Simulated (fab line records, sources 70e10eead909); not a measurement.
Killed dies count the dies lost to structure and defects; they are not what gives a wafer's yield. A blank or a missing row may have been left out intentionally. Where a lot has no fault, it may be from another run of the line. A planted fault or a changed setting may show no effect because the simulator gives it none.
One fault seen from 2 desks / flow nandHarc / every desk sees just its own numbers, and what lay behind them comes last

AT THE METROLOGY DESK
What the gauges read, lot by lot, whatever tool the lot ran on: means of the sampled wafers that have a number. The brackets show how far a lot's mean lies from the usual mean; more than 4 standard deviations puts the lot out of limits, marked OUT.
Columns: A = cdNm at NHARC_P_M1_CD_MEAS_16, usual 130.2 nm
lot=L324; first seen here=day 5 21:22; A=130.7
lot=L325; first seen here=day 6 18:26; A=129.0
lot=L326; first seen here=day 6 19:22; A=131.0
lot=L327; first seen here=day 6 19:41; A=129.6
lot=L329; first seen here=day 7 06:25; A=129.4
lot=L332; first seen here=day 7 22:53; A=129.9
lot=L331; first seen here=day 7 23:18; A=130.6
lot=L330; first seen here=day 8 00:13; A=130.7
lot=L342; first seen here=day 10 11:30; A=128.8
lot=L343; first seen here=day 10 15:11; A=131.2
lot=L345; first seen here=day 11 01:08; A=130.2
Finding of this desk: none of the 11 lots has anything out of limits.

TOOL OWNER'S DESK, lithoTrack-01
At NHARC_P_M2_SOFTBAKE_04 (time 55 s), the tool's own readings, given per lot that ran on this tool as the mean of the sampled wafers with a number. The brackets show how far a lot's mean lies from the usual mean; more than 4 standard deviations puts the lot out of limits, marked OUT.
Columns: A = heaterPowerTotalW at NHARC_P_M2_SOFTBAKE_04, usual 188.46 W
lot=L326; first seen here=day 6 22:00; A=188.36
lot=L327; first seen here=day 6 22:00; A=188.49
lot=L329; first seen here=day 7 09:00; A=188.51
lot=L331; first seen here=day 8 02:00; A=188.55
lot=L332; first seen here=day 8 02:00; A=188.33
lot=L342; first seen here=day 10 15:00; A=179.47 (-64) OUT
lot=L343; first seen here=day 10 18:00; A=179.47 (-64) OUT
This desk's verdict: out of limits on L342, L343, starting with L342 at day 10 15:00 (heaterPowerTotalW at NHARC_P_M2_SOFTBAKE_04). In limits: L326, L327, L329, L331, L332.

PUT TOGETHER
The tool owner's desk could have raised an alarm at day 10 15:00, on L342, L343.
The metrology desk saw nothing out of limits.
The metrology desk has L342, L343 on record, within its limits.
NHARC_P_M2_SOFTBAKE_04 was run on lithoTrack-01 by each of the lots named.

WHAT THE SIMULATOR HAD PUT IN
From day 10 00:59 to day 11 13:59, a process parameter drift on lithoTrack-01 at NHARC_P_M2_SOFTBAKE_04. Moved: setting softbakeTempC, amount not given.
Lots struck among those shown: L342, L343.
How many hours passed from the start of the fault until each desk's first out-of-limits reading: the tool owner's desk, 14.
